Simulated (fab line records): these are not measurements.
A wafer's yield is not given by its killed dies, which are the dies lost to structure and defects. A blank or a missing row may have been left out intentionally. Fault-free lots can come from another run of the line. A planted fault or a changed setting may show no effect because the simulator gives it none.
The tool behind it: which one?    flow n5-finfet    22 lots with 66 wafers sampled at 3 steps, on a route of 1938 steps

== WHAT EACH GAUGE READ, for each wafer ==
N5_MOL_CONTACT_COAG_INSPECT_97: inspects for defects (darkfield).
lot   measured      on                 raw-defect-count
L074  day 5 15:35   defect-inspect-02  37 51 34
L075  day 5 22:16   defect-inspect-01  36 24 39
L076  day 6 01:28   defect-inspect-01  48 32 29
L078  day 6 11:05   defect-inspect-02  54 36 21
L079  day 6 18:10   defect-inspect-01  33 24 32
L080  day 6 21:11   defect-inspect-02  65 41 56
L081  day 7 03:00   defect-inspect-02  45 32 64
L083  day 7 16:32   defect-inspect-02  41 39 63
L084  day 8 01:31   defect-inspect-02  23 46 39
L085  day 8 04:29   defect-inspect-01  44 48 60
L086  day 8 07:29   defect-inspect-02  45 25 43
L087  day 8 17:19   defect-inspect-02  37 32 52
L088  day 8 22:13   defect-inspect-01  29 29 29
L089  day 9 03:25   defect-inspect-01  38 42 27
L090  day 9 12:46   defect-inspect-02  36 27 55
L091  day 9 15:49   defect-inspect-02  38 49 36
L092  day 9 20:47   defect-inspect-02  39 47 37
L093  day 10 02:08  defect-inspect-02  41 47 72
L094  day 10 17:31  defect-inspect-02  33 23 20
L095  day 10 20:31  defect-inspect-02  40 49 50
L096  day 10 23:31  defect-inspect-02  36 26 27
L097  day 11 04:26  defect-inspect-02  27 44 30

N5_BEOL_M0_SAQP_CD_MEAS_14 targets a cd of 42.5 nm.
lot   measured      on         cd-nm (nm)
L074  day 5 17:34   cd-sem-01  42.5 43.1 43.0
L075  day 6 00:37   cd-sem-02  43.1 42.3 42.4
L076  day 6 04:06   cd-sem-01  42.5 42.0 43.2
L078  day 6 12:56   cd-sem-01  42.3 42.3 42.0
L079  day 6 19:47   cd-sem-03  43.4 42.9 42.8
L080  day 6 22:58   cd-sem-02  42.5 42.8 42.6
L081  day 7 04:23   cd-sem-01  42.7 42.4 42.8
L083  day 7 18:52   cd-sem-02  43.1 43.3 42.9
L084  day 8 05:57   cd-sem-03  42.9 43.0 42.5
L085  day 8 05:47   cd-sem-02  43.2 42.7 42.8
L086  day 8 11:02   cd-sem-02  43.2 42.3 43.2
L087  day 8 19:45   cd-sem-01  42.8 42.3 42.8
L088  day 8 23:45   cd-sem-03  42.9 42.7 42.6
L089  day 9 05:04   cd-sem-01  43.0 43.7 42.5
L090  day 9 14:19   cd-sem-03  43.0 43.1 43.3
L091  day 9 16:59   cd-sem-01  42.8 42.3 42.9
L092  day 9 23:02   cd-sem-02  42.9 43.3 43.5
L093  day 10 04:40  cd-sem-03  42.9 42.6 42.3
L094  day 10 19:17  cd-sem-02  43.0 42.7 43.4
L095  day 10 23:13  cd-sem-02  42.4 43.0 42.0
L096  day 11 02:14  cd-sem-01  42.8 42.8 42.9
L097  day 11 06:47  cd-sem-01  43.2 41.7 42.9

== WHAT TOOL EACH LOT RAN ON (gives the tool, then ch and the chambers of the sampled wafers, and finally the start) ==
lot   N5_MOL_CONTACT_COAG_VIA_ETCH_117
L074  rie-diel-05 ch 0,1,2, day 5 09:06
L075  rie-diel-06 ch 1,3, day 5 18:05
L076  rie-diel-06 ch 1,2,3, day 5 21:16
L078  rie-diel-05 ch 0,1,2, day 6 06:55
L079  rie-diel-01 ch 0,1,2, day 6 14:01
L080  rie-diel-05 ch 0,1,2, day 6 16:56
L081  rie-diel-06 ch 1,2, day 6 22:49
L083  rie-diel-06 ch 1,2, day 7 12:19
L084  rie-diel-05 ch 1,2,3, day 7 21:19
L085  rie-diel-01 ch 0,3, day 7 21:28
L086  rie-diel-06 ch 0,1,3, day 8 01:49
L087  rie-diel-06 ch 2,3, day 8 13:10
L088  rie-diel-05 ch 0,1, day 8 18:02
L089  rie-diel-05 ch 0,1,2, day 8 23:11
L090  rie-diel-01 ch 0,1,2, day 9 08:38
L091  rie-diel-05 ch 0,1,3, day 9 10:05
L092  rie-diel-05 ch 0,1, day 9 16:35
L093  rie-diel-05 ch 1,3, day 9 21:58
L094  rie-diel-06 ch 2,3, day 10 13:23
L095  rie-diel-01 ch 0,2,3, day 10 13:35
L096  rie-diel-05 ch 0,2,3, day 10 18:13
L097  rie-diel-06 ch 1,3, day 11 00:16
- N5_MOL_CONTACT_COAG_VIA_ETCH_117: etches SiO2 in C4F6/O2, target depth 40 nm, overetch 8 nm, time 26 s.

== AS READ BY THE TOOLS THEMSELVES (means over the sampled wafers that have a number; for cases with no such wafer, the mark the record gives instead) ==
N5_MOL_CONTACT_COAG_VIA_ETCH_117.
lot   tool         drypump-motor-current-A (A)  oes-product-au (a.u.)  rf-vpp-V (V)  showerhead-plenum-p-Torr (Torr)  throttle-valve-pct (%)
L074  rie-diel-05  5.8                          0.70                   1598          2.85                             40.9
L075  rie-diel-06  5.2                          0.66                   1594          2.74                             41.4
L076  rie-diel-06  5.7                          0.65                   1582          2.73                             41.3
L078  rie-diel-05  5.8                          0.68                   1597          2.84                             40.8
L079  rie-diel-01  5.5                          0.72                   1590          2.83                             40.9
L080  rie-diel-05  5.8                          0.68                   1598          2.84                             40.9
L081  rie-diel-06  5.4                          0.66                   1566          2.74                             41.6
L083  rie-diel-06  5.5                          0.66                   1566          2.74                             41.6
L084  rie-diel-05  5.8                          0.63                   1607          2.89                             41.0
L085  rie-diel-01  5.1                          0.65                   1614          2.77                             41.0
L086  rie-diel-06  5.3                          0.66                   1587          2.78                             41.5
L087  rie-diel-06  5.9                          0.61                   1596          2.70                             41.1
L088  rie-diel-05  5.9                          0.68                   1585          2.81                             41.1
L089  rie-diel-05  5.8                          0.68                   1597          2.84                             40.9
L090  rie-diel-01  5.5                          0.70                   1589          2.82                             41.0
L091  rie-diel-05  6.0                          0.68                   1588          2.84                             41.1
L092  rie-diel-05  6.0                          0.72                   1579          2.79                             41.0
L093  rie-diel-05  6.0                          0.63                   1599          2.89                             41.2
L094  rie-diel-06  6.2                          0.78                   1601          2.92                             41.2
L095  rie-diel-01  5.5                          0.76                   1598          2.80                             40.8
L096  rie-diel-05  5.9                          0.74                   1599          2.87                             41.1
L097  rie-diel-06  5.1                          0.64                   1577          2.73                             41.7

== THE ANSWER, worked out from the rows above alone ==
Rule: the usual values come from the lots themselves. The widest of any qualifying gaps counts: lots, ordered by their means at a reading, are off when they make up no more than a third of the lots, leave a main group of 4 or more, and stand apart from it by 3 or more times the standard deviation of that group's means. A main group is skipped when, at the precision printed for the reading in the tables above, its means are all equal. A lot without any number at a reading at which 4 lots or more have one is off too. Where the step has rows for the other lots, those lots are counted as sound. First the gauges in route order, then the tools' own readings, where a lot's mean is used as printed above. At the first step where some lot is off, the reading lying furthest off is the one used; lots without a number count as furthest.
Nothing can be told from this: no lot is off at any reading shown.

== WHAT THE SIMULATOR PUT IN ==
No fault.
